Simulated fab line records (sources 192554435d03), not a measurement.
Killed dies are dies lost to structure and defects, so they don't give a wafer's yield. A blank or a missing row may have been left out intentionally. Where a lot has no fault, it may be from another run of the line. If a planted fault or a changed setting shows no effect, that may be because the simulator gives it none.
fab line records	flow n5Finfet
[record] lots = 6	wafers = 18	lastDay = 17
route steps=1938 shown GATE_CUT@468 BEOL_M4@1111 PASSIVATION@1936
lots with no fault: from the same line, run without faults
startH: start of the lot's first displayed wafer, in hours after the record's first day	waitH: time in hours since the lot's previous step	" identical to the entry in the row above	L1.1+2: a single row standing in for several wafers	- value missing, or start not given	* or withheld: withheld	< > ~ a bound
route shown NAME@n: names a module that has steps shown in the file, with the first one's number in the route	usual: mean and standard deviation over wafers with no fault	same: alike in all rows	chamber/n: place in a boat	sites: per-site readings	_std_site: standard deviation across them	_edge_site: the outer-site mean with the inner-site mean subtracted	radiusMm: for every site, how far away it sits from the centre of the wafer	mask NAME#n: copy n	behind: the most recent tool/chamber to have shaped the wafer	hold: why the lot went on hold/how many hours it stayed there/how the hold came to an end	device: which transistor (n, p or np) failed to switch	end of line: the tests these same wafers got at the end of their route	for a step that has no rows: nothing shown but its recipe	killed: the dies lost at the first sort to structure and to defects; this is not the yield of the wafer	map: per-die view of a wafer (x killed, . not killed, _ where there is no die)
set.NAME: the setting as run; set.NAME@STEP: as run at that earlier step	model.NAME: the simulator's own value behind a step, which no gauge read
lots at selected steps of the route; one table per step, one row per wafer
services: from which hour (startH, from the record's first day; less than 0 if before it) a tool's chamber was out of use, for how many hours, and why
[[steps]]
[step N5_GATE_CUT_VAPOR_ETCH_60]
[recipe] chemistry = BCl3/Cl2	target = HfO2	mode = isotropic
[usual] drypumpMotorCurrentA = 6.0/0.43	oesProductAu = 0.78/0.079
lot.wafer	tool	chamber	startH	waitH	drypumpMotorCurrentA	oesProductAu
L874.2	rieMetal-03	1	108.45	0.0	5.9	0.86
L874.3	"	0	"	"	6.2	0.66
L874.4	"	1	"	"	6.0	0.87
L877.3	rieMetal-01	0	119.34	0.0	5.8	0.96
L877.4	"	1	"	"	5.3	0.78
L877.6	"	0	"	"	5.8	0.95
L883.2	rieMetal-03	1	152.14	0.0	6.0	0.84
L883.5	"	1	"	"	5.9	0.85
L883.6	"	0	"	"	6.1	0.66
L884.1	rieMetal-01	0	155.61	0.0	5.7	0.92
L884.2	"	1	"	"	5.3	0.77
L884.4	"	0	"	"	5.7	0.91
L887.2	rieMetal-02	1	175.57	0.0	6.3	0.76
L887.3	"	1	"	"	6.3	0.75
L887.6	"	0	"	"	6.6	0.72
L888.2	rieMetal-02	0	184.67	0.0	6.6	0.71
L888.3	"	0	"	"	6.5	0.71
L888.6	"	1	"	"	6.3	0.75
[step N5_GATE_CUT_ETCH_58]
[recipe] chemistry = CH3F/O2	target = SiNx	targetDepthA = 170	timeS = 128.6	ionEnergyEv = 50	pressureMtorr = 30	sourceW = 415	biasW = 21	Ar_flow_sccm = 150	CH3F_flow_sccm = 30	O2_flow_sccm = 20
[step N5_GATE_CUT_STRIP_59]
[recipe] chemistry = N2/H2	timeS = 20	powerW = 100	tempC = 40	pressureMtorr = 100	rfFrequencyHz = 6e+07	biasPowerW = 3	n2FlowSccm = 300	h2FlowSccm = 300
[usual] chamberPressureMTorr = 100.00/0.1	drypumpMotorCurrentA = 5.9/0.5	n2FlowSccm = 300.0/0.93	oesProductAu = 0.74/0.043	rfVppV = 45.3/1	showerheadPlenumPTorr = 3.34/0.098	throttleValvePct = 12.36/0.2
lot.wafer	tool	chamber	startH	waitH	chamberPressureMTorr	drypumpMotorCurrentA	n2FlowSccm	oesProductAu	rfHoursCounterH	rfVppV	showerheadPlenumPTorr	throttleValvePct
L874.2	rieDiel-05	2	108.60	0.1	99.94	5.5	300.2	0.70	221	44.6	3.34	12.36
L874.3	"	1	"	"	100.03	6.7	299.5	0.71	185	47.0	3.36	12.43
L874.4	"	0	"	"	99.88	5.4	300.4	0.70	193	46.5	3.36	12.37
L877.3	rieDiel-04	2	119.48	0.1	100.09	5.5	300.9	0.77	149	44.8	3.51	12.19
L877.4	"	3	"	"	99.91	5.6	301.2	0.71	220	46.5	3.20	12.53
L877.6	"	1	"	"	99.89	6.6	299.2	0.79	-	47.3	3.25	12.36
L883.2	rieDiel-02	0	152.39	0.1	100.10	6.1	302.1	0.71	208	44.6	3.35	12.68
L883.5	"	3	"	"	99.96	4.7	299.5	0.74	-	46.1	3.37	12.46
L883.6	"	2	"	"	99.99	5.6	300.8	0.76	-	44.6	3.40	12.03
L884.1	rieDiel-04	2	155.76	0.1	99.93	5.5	299.8	0.77	161	45.4	3.51	12.24
L884.2	"	0	"	"	99.99	6.1	299.1	0.73	173	45.9	3.35	12.29
L884.4	"	3	"	"	99.95	5.6	299.7	0.69	232	44.8	3.19	12.58
L887.2	rieDiel-04	3	175.76	0.1	99.90	5.6	299.3	0.70	239	43.8	3.19	12.59
L887.3	"	1	"	"	99.94	6.6	300.2	0.77	158	46.1	3.24	12.40
L887.6	"	0	"	"	100.17	6.1	298.7	0.73	-	44.7	3.35	12.28
L888.2	rieDiel-05	3	184.83	0.1	100.04	5.6	301.3	0.71	200	47.0	3.34	12.69
L888.3	"	2	"	"	100.08	5.5	300.8	0.69	243	46.5	3.33	12.41
L888.6	"	1	"	"	100.00	6.7	298.7	0.70	-	46.7	3.34	12.46
[step N5_GATE_CUT_PRECLEAN_31]
[recipe] tempC = 23	chemistry = DIW	timeS = 300
[step N5_GATE_CUT_SRD_32]
[recipe] timeS = 30	tempC = 23	rinseLiquid = diw	dry = ipaMarangoni
[step N5_GATE_CUT_SAC_CAP_01]
[recipe] material = SiNx	targetThkA = 240	tempC = 400	aldPrecursorFamily = SiH2I2	aldCoReactant = N2/H2-plasma	pulseTimeS = 1	aldCycles = 480	purgeTimeS = 2	coReactantPurgeTimeS = 2	pressureTorr = 2
[usual] heaterPowerW = 829/53	precursorPulseHeightRel = 1.003/0.019
lot.wafer	tool	chamber	startH	waitH	heaterPowerW	precursorPulseHeightRel	sinceWetCleanH
L874.2	aldSin-04	2	109.18	0.4	794	1.031	207
L874.3	"	1	"	"	871	0.986	207
L874.4	"	3	"	"	769	0.982	207
L877.3	aldSin-01	0	119.70	0.0	819	0.999	111
L877.4	"	1	"	"	899	1.044	111
L877.6	"	2	120.79	1.1	789	0.983	-
L883.2	aldSin-04	0	152.97	0.4	894	1.004	251
L883.5	"	2	154.06	1.5	787	0.988	-
L883.6	"	3	"	"	781	1.021	-
L884.1	aldSin-03	2	156.00	0.0	779	1.015	344
L884.2	"	1	"	"	856	0.977	344
L884.4	"	3	"	"	759	0.991	344
L887.2	aldSin-01	1	175.97	0.0	884	1.024	167
L887.3	"	3	"	"	824	1.006	167
L887.6	"	0	177.06	1.1	810	0.981	-
L888.2	aldSin-01	3	185.04	0.0	851	0.998	176
L888.3	"	2	"	"	780	1.000	176
L888.6	"	3	186.13	1.1	837	1.021	-
[step N5_GATE_CUT_PECVD_57]
[recipe] material = SiNx	targetThkA = 210	tempC = 400	precursor = SiH4/NH3/N2	pressureTorr = 1.5	rfW = 300
[step N5_GATE_CUT_CMP_02]
[recipe] stopOn = SiO2	tOverpolishS = 12.7	postCmpClean = alkalineBrush	downForcePsi = 2.5	platenRpm = 51.8	padVelocityMS = 1.0307	targetThkNm = 0
[usual] motorCurrentA = 8.6/1.3	overpolishRunS = 12.699/0.01	timeToEndpointS = 25.4/1.7
lot.wafer	tool	chamber	startH	waitH	motorCurrentA	overpolishRunS	timeToEndpointS
L874.3	cmp-01	1	111.45	0.1	8.8	12.702	27.5
L874.2	"	2	"	"	8.8	12.676	25.3
L874.4	"	0	"	"	7.3	12.697	27.2
L877.4	cmp-04	2	122.00	0.1	7.6	12.695	24.3
L877.3	"	0	"	"	10.0	12.679	23.1
L877.6	"	2	"	"	7.5	12.690	22.0
L883.2	cmp-03	1	155.27	0.1	10.3	12.683	22.4
L883.6	"	0	"	"	6.7	12.700	25.7
L883.5	"	1	"	"	10.0	12.690	25.1
L884.1	cmp-01	1	158.26	0.1	8.9	12.706	23.3
L884.4	"	3	"	"	9.5	12.696	25.5
L884.2	"	0	"	"	6.9	12.714	23.2
L887.2	cmp-04	0	178.34	0.1	10.0	12.682	25.7
L887.3	"	1	"	"	7.8	12.715	26.6
L887.6	"	2	"	"	7.3	12.700	23.6
L888.2	cmp-01	1	187.33	0.1	9.1	12.700	25.1
L888.3	"	2	"	"	8.8	12.705	23.5
L888.6	"	2	"	"	8.8	12.690	24.8
[step N5_GATE_CUT_HM_DEP_46]
[recipe] material = SiO2	targetThkA = 1300	tempC = 400	precursor = TEOS/O2	pressureTorr = 6.5	rfW = 900	teosFlowSccm = 161.4	gas = O2	flowSccm = 2650	timeS = 26.6
[usual] heaterPowerW = 552/57	showerheadPlenumPTorr = 8.364/0.026	showerheadVppV = 1854/92	throttleValvePct = 18.8/1.2
lot.wafer	tool	chamber	startH	waitH	heaterPowerW	showerheadPlenumPTorr	showerheadVppV	sinceWetCleanH	throttleValvePct
L874.2	pecvd-02	0	111.78	0.0	543	8.314	1743	1178	18.8
L874.3	"	1	"	"	590	8.394	1828	1903	19.6
L874.4	"	2	"	"	586	8.363	1967	-	18.9
L877.3	pecvd-02	1	122.30	0.0	573	8.378	1828	1914	19.6
L877.4	"	2	"	"	577	8.366	1948	-	19.0
L877.6	"	1	"	"	555	8.350	1834	-	20.0
L883.2	pecvd-03	0	155.57	0.0	545	8.381	1873	1041	20.5
L883.5	"	1	"	"	522	8.377	1923	-	18.4
L883.6	"	0	"	"	566	8.396	1865	-	20.6
L884.1	pecvd-03	2	158.59	0.0	516	8.354	1869	290	16.6
L884.2	"	0	"	"	552	8.409	1863	1044	20.6
L884.4	"	0	"	"	568	8.387	1899	-	20.4
L887.2	pecvd-02	0	178.59	0.0	546	8.313	1784	1245	18.9
L887.3	"	2	"	"	531	8.358	1952	491	19.2
L887.6	"	2	"	"	537	8.389	2016	-	19.1
L888.2	pecvd-02	1	187.67	0.0	528	8.371	1828	1979	19.7
L888.3	"	2	"	"	592	8.376	1956	500	19.4
L888.6	"	1	"	"	532	8.366	1816	-	19.9
[step N5_GATE_CUT_COAT_34]
[recipe] resist = SOC	tempC = 250	timeS = 60	spinRpm = 1500	resistThkNm = 60
[step N5_GATE_CUT_COAT_35]
[recipe] resist = SiARC	tempC = 220	timeS = 60	spinRpm = 1500	resistThkNm = 10
[step N5_GATE_CUT_COAT_27]
[recipe] resist = underlayer	tempC = 205	timeS = 60	spinRpm = 1500	resistThkNm = 10
[usual] heaterPowerTotalW = 391.9/1.3	plateTempC = 204.96/0.16
lot.wafer	tool	chamber	startH	waitH	heaterPowerTotalW	plateTempC
L874.2	lithoTrack-02	0	111.85	-	392.8	204.84
L874.3	"	0	"	"	390.3	204.78
L874.4	"	0	"	"	392.5	204.72
L877.3	lithoTrack-01	0	122.37	-	391.6	204.79
L877.4	"	0	"	"	390.8	204.78
L877.6	"	0	"	"	393.2	204.79
L883.2	lithoTrack-02	0	155.64	-	389.4	205.03
L883.5	"	0	"	"	390.7	205.15
L883.6	"	0	"	"	390.9	205.14
L884.1	lithoTrack-04	0	158.66	-	393.9	204.85
L884.2	"	0	"	"	392.7	205.04
L884.4	"	0	"	"	392.4	205.07
L887.2	lithoTrack-04	0	178.66	-	407.4	211.75
L887.3	"	0	"	"	406.9	212.23
L887.6	"	0	"	"	410.8	211.89
L888.2	lithoTrack-04	0	187.74	-	408.2	212.02
L888.3	"	0	"	"	408.3	211.80
L888.6	"	0	"	"	406.4	211.91
[step N5_GATE_CUT_COAT_07]
[recipe] resist = CAR-EUV	spinRpm = 1500	resistThkNm = 30
[step N5_BEOL_M4_RC_MEAS_101]
[usual] DIBL_N = 36.3/1.2	DIBL_P = 36.3/1.4	IOFF_N = 0.157/0.02	IOFF_P = 0.22/0.033	ION_N = 675/9.6	ION_P = 465/8.2	SS_N = 71.4/0.45	SS_P = 73.3/0.54	VT_N = 249.8/2.5	VT_P = -249/3.2
lot.wafer	tool	chamber	startH	waitH	DIBL_N[mV/V]	DIBL_P[mV/V]	IOFF_N[nA/um]	IOFF_P[nA/um]	ION_N[uA/um]	ION_P[uA/um]	SS_N[mV/dec]	SS_P[mV/dec]	VT_N[mV]	VT_P[mV]
L874.2	prober-01	0	215.79	0.2	37.1	35.8	0.157	0.22	678	467	72.0	73.1	252.2	-249
L874.3	"	0	"	"	37.9	36.4	0.161	0.22	665	458	71.9	73.6	247.9	-249
L874.4	"	0	"	"	36.8	35.4	0.151	0.20	668	456	71.0	72.8	250.5	-250
L877.3	prober-01	0	235.18	0.3	36.7	36.2	0.146	0.19	670	451	70.4	73.0	251.1	-256
L877.4	"	0	"	"	37.0	36.5	0.146	0.20	669	463	71.2	73.4	251.2	-251
L877.6	"	0	"	"	35.5	35.0	0.124	0.17	661	453	71.1	73.2	254.5	-253
L884.1	prober-01	0	251.93	0.0	35.4	35.8	0.159	0.20	670	457	71.4	72.7	248.4	-253
L884.2	"	0	"	"	34.8	35.2	0.152	0.20	674	459	70.6	72.7	248.7	-252
L884.4	"	0	"	"	35.0	35.2	0.157	0.19	677	456	71.2	72.9	248.8	-251
L883.2	prober-01	0	269.58	0.2	37.1	37.2	0.183	0.26	688	473	71.0	73.9	245.6	-246
L883.5	"	0	"	"	36.2	36.6	0.171	0.24	686	474	70.9	73.2	247.6	-247
L883.6	"	0	"	"	36.9	37.6	0.184	0.25	689	471	71.5	73.6	245.5	-246
L887.2	prober-02	0	274.16	0.2	36.7	36.3	0.167	0.20	687	466	71.1	73.6	250.2	-249
L887.3	"	0	"	"	36.1	36.5	0.162	0.21	669	458	71.9	73.6	249.7	-248
L887.6	"	0	"	"	35.6	35.0	0.143	0.19	670	458	71.8	73.0	249.7	-251
L888.2	prober-02	0	299.80	0.2	35.6	35.0	0.152	0.24	682	470	71.9	73.4	249.8	-247
L888.3	"	0	"	"	35.3	34.9	0.155	0.23	689	475	71.9	73.4	249.4	-248
L888.6	"	0	"	"	35.7	35.2	0.159	0.25	676	467	71.7	73.3	250.6	-246
[step N5_PASSIVATION_PROBE_49]
[usual] defectLimitedYield = 91.1/1.4	killed_at_M0_to_M3 = 33/10	killed_at_M4_up = 15/5.8	killedAtContacts = 13/5.9	killedAtFrontEnd = 39/11	killedAtOther = 4/3.6	killedDies = 105/16	killedOnRim = 13/3.7	killedOpen = 68/11	killedShort = 34/7.8	sort_bin_5_function = 5.2/0.88	sort_bin_6_memory = 3.3/0.61	sortNPass = 1075/16	sortYieldPct = 91.1/1.4
[same] grossDies = 1180	killedAtBackSide = 0	sort_bin_4_leakage[%] = 0	sort_bin_8_speed[%] = 0
lot.wafer	tool	chamber	startH	waitH	defectLimitedYield[%]	killed_at_M0_to_M3	killed_at_M4_up	killedAtContacts	killedAtFrontEnd	killedAtOther	killedDies	killedOnRim	killedOpen	killedShort	sort_bin_5_function[%]	sort_bin_6_memory[%]	sortNPass	sortYieldPct[%]
L874.2	prober-01	-	311.13	0.1	90.3	50	12	10	41	1	114	14	76	34	5.1	4.0	1066	90.3
L874.3	prober-01	-	311.18	0.1	90.4	37	18	13	42	3	113	15	82	29	5.8	3.6	1067	90.4
L874.4	prober-01	-	311.23	0.2	89.2	41	15	15	50	6	127	20	80	45	6.8	3.6	1053	89.2
L877.3	prober-01	-	345.53	0.1	91.9	43	19	9	24	1	96	14	65	29	4.4	3.5	1084	91.9
L877.4	prober-01	-	345.58	0.2	91.7	23	23	6	41	5	98	4	63	34	4.7	3.5	1082	91.7
L877.6	prober-01	-	345.68	0.3	90.6	44	18	8	39	2	111	14	69	39	5.1	4.0	1069	90.6
L884.1	prober-01	-	358.32	0.0	91.1	43	12	3	33	14	105	14	58	43	5.6	2.8	1075	91.1
L884.2	prober-01	-	358.37	0.1	91.2	43	12	13	27	9	104	10	64	37	4.5	4.0	1076	91.2
L884.4	prober-01	-	358.47	0.2	90.9	42	13	6	34	12	107	9	61	43	4.3	4.1	1073	90.9
L883.2	prober-02	-	371.81	0.1	89.1	43	24	6	44	12	129	16	74	53	6.9	3.3	1051	89.1
L883.5	prober-02	-	371.96	0.2	89.4	57	13	14	39	2	125	15	73	48	6.4	3.2	1055	89.4
L883.6	prober-02	-	372.01	0.3	90.5	71	14	11	14	2	112	13	82	30	5.5	3.8	1068	90.5
L887.2	prober-01	-	381.74	0.1	88.6	27	18	21	64	5	135	13	84	50	6.8	4.2	1045	88.6
L887.3	prober-01	-	381.79	0.1	90.2	33	17	11	45	10	116	16	82	30	5.4	3.6	1064	90.2
L887.6	prober-01	-	381.94	0.3	90.6	35	17	12	37	10	111	15	78	30	5.8	3.2	1069	90.6
L888.2	prober-01	-	406.66	0.1	90.5	37	14	18	38	5	112	18	68	43	5.2	4.0	1068	90.5
L888.3	prober-01	-	406.71	0.1	91.1	35	15	21	32	2	105	14	66	36	4.7	3.8	1075	91.1
L888.6	prober-01	-	406.86	0.3	89.4	52	12	17	42	2	125	16	77	47	6.3	3.5	1055	89.4
// killed by level:class
L874.2 FIN_SAQP:geometricParticle:open=23 BEOL_M0_SAQP:geometricParticle:short=15 BEOL_M0_SAQP:geometricParticle:open=11 FIN_SAQP:geometricParticle:short=7 BEOL_M2:geometricParticle:open=7 MOL_CONTACT_COAG:geometricParticle:open=6 BEOL_M4:geometricParticle:open=6 BEOL_M1:geometricParticle:open=5
L874.3 FIN_SAQP:geometricParticle:open=14 STI_FIN_REVEAL:geometricParticle:open=11 BEOL_M0_SAQP:geometricParticle:open=10 MOL_CONTACT_COAG:geometricParticle:open=9 BEOL_M0_SAQP:geometricParticle:short=9 FIN_SAQP:geometricParticle:short=8 BEOL_M1:geometricParticle:open=5 DUMMY_GATE:geometricParticle:open=4
L874.4 STI_FIN_REVEAL:geometricParticle:open=20 MOL_CONTACT_COAG:geometricParticle:open=12 BEOL_M0_SAQP:geometricParticle:short=11 FIN_SAQP:geometricParticle:open=10 FIN_SAQP:geometricParticle:short=8 BEOL_M1:geometricParticle:open=8 BEOL_M0_SAQP:geometricParticle:open=5 BEOL_M2:geometricParticle:open=5
L877.3 BEOL_M2:geometricParticle:open=17 BEOL_M0_SAQP:geometricParticle:open=8 MOL_CONTACT_COAG:geometricParticle:open=7 BEOL_M4:geometricParticle:open=7 BEOL_M2:geometricParticle:short=5 BEOL_M3:geometricParticle:open=5 FIN_SAQP:geometricParticle:open=4 BEOL_M0_SAQP:geometricParticle:short=4
L877.4 STI_FIN_REVEAL:geometricParticle:open=12 BEOL_M4:geometricParticle:open=12 GATE_CUT:geometricParticle:short=7 MOL_CONTACT_COAG:geometricParticle:open=6 BEOL_M0_SAQP:geometricParticle:short=6 FIN_SAQP:geometricParticle:short=4 DUMMY_GATE:geometricParticle:open=4 BEOL_M1:geometricParticle:short=4
L877.6 BEOL_M2:geometricParticle:open=13 FIN_SAQP:geometricParticle:short=8 BEOL_M4:geometricParticle:open=7 FIN_SAQP:geometricParticle:open=6 BEOL_M0_SAQP:geometricParticle:open=6 BEOL_M1:geometricParticle:open=6 BEOL_M3:geometricParticle:open=6 MOL_CONTACT_COAG:geometricParticle:open=5
L884.1 BEOL_M2:geometricParticle:open=11 FIN_SAQP:geometricParticle:short=9 BEOL_M0_SAQP:geometricParticle:short=7 BEOL_M1:geometricParticle:open=7 FIN_SAQP:geometricParticle:open=6 BEOL_M3:geometricParticle:open=6 DUMMY_GATE:geometricParticle:open=4 MIM_TOP_ETCH:geometricParticle:open=4
L884.2 BEOL_M2:geometricParticle:open=10 BEOL_M4:geometricParticle:open=9 BEOL_M1:geometricParticle:open=9 MOL_CONTACT_COAG:geometricParticle:open=8 BEOL_M0_SAQP:geometricParticle:short=8 FIN_SAQP:geometricParticle:short=7 DUMMY_GATE:geometricParticle:open=7 BEOL_M0_SAQP:geometricParticle:open=5
L884.4 BEOL_M0_SAQP:geometricParticle:short=14 FIN_SAQP:geometricParticle:short=12 BEOL_M2:geometricParticle:open=10 FIN_SAQP:geometricParticle:open=6 MOL_CONTACT_COAG:geometricParticle:open=6 BEOL_M4:geometricParticle:open=6 BEOL_M0_SAQP:geometricParticle:open=5 BEOL_M1:geometricParticle:open=5
L883.2 BEOL_M0_SAQP:geometricParticle:short=17 FIN_SAQP:geometricParticle:short=14 BEOL_M4:geometricParticle:open=14 BEOL_M0_SAQP:geometricParticle:open=11 FIN_SAQP:geometricParticle:open=10 BEOL_M2:geometricParticle:open=5 STI_FIN_REVEAL:geometricParticle:open=5 MOL_CONTACT_COAG:geometricParticle:open=5
L883.5 BEOL_M0_SAQP:geometricParticle:short=13 BEOL_M0_SAQP:geometricParticle:open=13 MOL_CONTACT_COAG:geometricParticle:open=10 FIN_SAQP:geometricParticle:short=9 BEOL_M2:geometricParticle:open=9 FIN_SAQP:geometricParticle:open=8 BEOL_M1:geometricParticle:open=6 BEOL_M4:geometricParticle:open=6
L883.6 BEOL_M0_SAQP:geometricParticle:open=15 BEOL_M1:geometricParticle:open=13 BEOL_M0_SAQP:geometricParticle:short=12 BEOL_M2:geometricParticle:open=11 MOL_CONTACT_COAG:geometricParticle:open=10 BEOL_M3:geometricParticle:open=8 BEOL_M1:geometricParticle:short=6 BEOL_M4:geometricParticle:open=5
L887.2 FIN_SAQP:geometricParticle:short=17 MOL_CONTACT_COAG:geometricParticle:open=13 BEOL_M3:geometricParticle:open=10 STI_FIN_REVEAL:geometricParticle:open=10 FIN_SAQP:geometricParticle:open=9 DUMMY_GATE:geometricParticle:open=7 GATE_CUT:geometricParticle:short=7 MOL_CONTACT_COAG:geometricParticle:short=7
L887.3 FIN_SAQP:geometricParticle:open=15 FIN_SAQP:geometricParticle:short=10 BEOL_M1:geometricParticle:open=9 STI_FIN_REVEAL:geometricParticle:open=8 MOL_CONTACT_COAG:geometricParticle:open=8 BEOL_M4:geometricParticle:open=7 BEOL_M0_SAQP:geometricParticle:open=6 BEOL_M0_SAQP:geometricParticle:short=5
L887.6 MOL_CONTACT_COAG:geometricParticle:open=11 BEOL_M1:geometricParticle:open=10 FIN_SAQP:geometricParticle:open=7 BEOL_M3:geometricParticle:open=7 GATE_CUT:geometricParticle:open=6 BEOL_M0_SAQP:geometricParticle:short=6 BEOL_M8:geometricParticle:open=6 FIN_SAQP:geometricParticle:short=4
L888.2 MOL_CONTACT_COAG:geometricParticle:open=12 BEOL_M0_SAQP:geometricParticle:open=12 FIN_SAQP:geometricParticle:short=11 BEOL_M0_SAQP:geometricParticle:short=10 FIN_SAQP:geometricParticle:open=8 BEOL_M4:geometricParticle:open=8 BEOL_M3:geometricParticle:open=6 MOL_CONTACT_COAG:geometricParticle:short=6
L888.3 MOL_CONTACT_COAG:geometricParticle:open=17 BEOL_M0_SAQP:geometricParticle:open=12 BEOL_M0_SAQP:geometricParticle:short=11 BEOL_M4:geometricParticle:open=10 FIN_SAQP:geometricParticle:short=9 FIN_SAQP:geometricParticle:open=6 MOL_CONTACT_COAG:geometricParticle:short=4 BEOL_M2:geometricParticle:open=4
L888.6 MOL_CONTACT_COAG:geometricParticle:open=15 BEOL_M0_SAQP:geometricParticle:open=13 BEOL_M3:geometricParticle:open=12 BEOL_M0_SAQP:geometricParticle:short=11 FIN_SAQP:geometricParticle:short=9 DUMMY_GATE:geometricParticle:open=6 BEOL_M1:geometricParticle:open=6 BEOL_M4:geometricParticle:open=6
[[services]]
tool	chamber	startH	hours	kind
pecvd-02	2	85.12	2.1	scheduledDown
aldSin-04	3	85.24	15.2	repair
rieDiel-02	3	86.41	11.3	repair
aldSin-01	3	89.03	4.4	repair
rieDiel-04	3	97.35	10.8	repair
rieDiel-04	-	100.48	4.0	repair
pecvd-02	-	106.83	2.8	pm
cmp-04	-	108.90	1.5	repair
cmp-01	-	122.73	1.6	repair
cmp-01	-	132.47	1.0	repair
cmp-03	-	133.15	4.0	pm
cmp-03	-	137.15	-	consumableReplace:conditioner
cmp-03	-	137.15	-	consumableReplace:pad
rieDiel-02	1	137.73	-	clean
rieDiel-02	1	137.73	-	consumableReplace:focusRing
rieDiel-02	-	139.51	0.9	repair
cmp-03	-	139.82	3.8	repair
pecvd-02	0	142.29	5.6	repair
cmp-01	-	151.87	0.2	repair
pecvd-03	-	165.20	5.5	pm
pecvd-03	1	174.37	5.5	scheduledDown
aldSin-03	-	176.81	14.0	pm
lithoTrack-02	-	177.37	-	consumableReplace:filter
cmp-03	-	186.94	8.3	pm
[[key]]
[firstSign] step = N5_GATE_CUT_COAT_27	reading = plateTempC	direction = up	sigmas = 43	usual = *	struck = *
[effect] step = N5_GATE_CUT_COAT_27	reading = heaterPowerTotalW	direction = up	sigmas = 13	usual = *	struck = *
metAt N5_GATE_CUT_COAT_27
struckWafers L887.2,L887.3,L887.6,L888.2,L888.3,L888.6
onsetBetween 158.66 178.66
[fault] kind = processParameterDrift	tool = lithoTrack-04	chamber = -	onsetH = 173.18	steps = N5_GATE_CUT_COAT_27	channel = tempC	offset = *	shape = step	endH = 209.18	actsIn = *	stated = *
